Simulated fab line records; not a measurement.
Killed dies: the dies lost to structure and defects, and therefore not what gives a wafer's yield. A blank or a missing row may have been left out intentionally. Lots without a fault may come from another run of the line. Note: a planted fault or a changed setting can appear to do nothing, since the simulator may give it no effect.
A struck lot beside a sound one + flow n5 finfet + 15 steps out of a route of 1938
Sound: these wafers, L799.3, L799.4, L799.5. Struck: wafer L817.5 (left out: L817.2, L817.6 of the same lot, which were not struck); the cause appears at the end.
Order at every step that has rows: each side's tool, ch and its chambers, its first start. Under that, the readings that differ: sound wafers + struck wafers + difference of the means + sigmas: that difference in standard deviations of wafers without a fault.
alike: words and numbers the same on both sides, and readings whose means are apart by under 2 such deviations; not compared: readings that were withheld, readings missing a value for some wafer, numbers with overlapping values and no deviation given by the record, and bounds like >300 which may hide the same value.
Wherever a step has rows on one side only, a row that says differs or no value, or a row with sigmas, the two part there. Numbers that have no deviation but don't overlap get no sigmas and don't part them. A reading that every wafer of one side lacks parts them only if that side has two wafers or more.

first, 8 steps without rows for these wafers: N5_BEOL_M5_COAT_60 (time 60 s, resist thk 12 nm); N5_BEOL_M5_COAT_71 (time 60 s, resist thk 5 nm); N5_BEOL_M5_COAT_05 (resist thk 30 nm); N5_BEOL_M5_EBR_07; N5_BEOL_M5_SOFTBAKE_06 (time 60 s); N5_BEOL_M5_EXPOSE_08 (exposes mask M5, target cd 28 nm); N5_BEOL_M5_PEB_09 (peb time 60 s); N5_BEOL_M5_DEVELOP_10 (develop time 30 s).
N5_BEOL_M5_CD_MEAS_11: target cd 27.74 nm.
  sound on cd sem-02 ch 0, day 8 15:30; struck on cd sem-02 ch 0, day 12 21:58
  alike: cd nm
N5_BEOL_M5_OVL_MEAS_12:
  sound on overlay-02 ch 0, day 8 15:32; struck on overlay-02 ch 0, day 12 22:00
  alike: M5_OVL
N5_BEOL_M5_INSPECT_13: inspects for defects (brightfield).
  sound on defect inspect-01, day 8 15:35; struck on defect inspect-02, day 12 22:03
  alike: raw defect count
N5_BEOL_M5_DESCUM_16: chemistry O2, time 7 s.
  sound on rie diel-03 ch 0,1, day 8 15:37; struck on rie diel-03 ch 1, day 12 22:26
  alike: drypump motor current A, oes product au, rf vpp V, showerhead plenum p Torr, throttle valve pct
  not compared: rf hours counter h
N5_BEOL_M5_ETCH_72: etches underlayer in N2/H2, target depth 6.5 nm, time 5.2 s.
  sound on rie diel-03 ch 0,1, day 8 15:39; struck on rie diel-03 ch 1, day 12 22:28
| reading               | sound             | struck | difference | sigmas |
|-----------------------|-------------------|--------|------------|--------|
| bias w (W)            | 150.0 150.3 149.7 | 134.5  | -15.5      | -34    |
| etch rf on time s (s) | 5.15 5.28 5.28    | 5.50   | +0.26      | +3     |
| rf vpp V (V)          | 526.4 523.3 523.9 | 487.1  | -37.4      | -14    |
  alike: drypump motor current A, oes product au, showerhead plenum p Torr, throttle valve pct
  not compared: rf hours counter h
N5_BEOL_M5_ETCH_61: etches SiARC in CF4, target depth 15.6 nm, time 26 s.
  sound on rie diel-03 ch 0,1, day 8 15:40; struck on rie diel-03 ch 1, day 12 22:29
| reading               | sound          | struck | difference | sigmas |
|-----------------------|----------------|--------|------------|--------|
| etch rf on time s (s) | 26.3 26.7 26.6 | 25.6   | -0.9       | -3     |
  alike: bias w, drypump motor current A, oes product au, rf vpp V, showerhead plenum p Torr, throttle valve pct
  not compared: rf hours counter h
-- a jump in the record: the struck wafers' starts before and after are 4 days apart (it breaks off in module BEOL_M5 and resumes in module PASSIVATION, where the first step shown is number 1936 of the route) --
N5_PASSIVATION_PROBE_49:
  sound on prober-02, day 12 19:04; struck on prober-02, day 17 03:19
  alike: defect limited yield, killed_at_M0_to_M3, killed_at_M4_up, killed at contacts, killed at front end, killed at other, killed dies, killed open, killed short, sort_bin_5_function, sort_bin_6_memory, sort n pass, sort yield pct

## WHERE THEY PART
Earliest at N5_BEOL_M5_ETCH_72; latest, in this record, at N5_BEOL_M5_ETCH_61. Later steps at which nothing parts them and some readings are alike: N5_PASSIVATION_PROBE_49.

WHY: whatever the simulator had introduced
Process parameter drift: rie diel-03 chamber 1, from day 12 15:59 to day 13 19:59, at N5_BEOL_M5_ETCH_72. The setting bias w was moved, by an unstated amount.
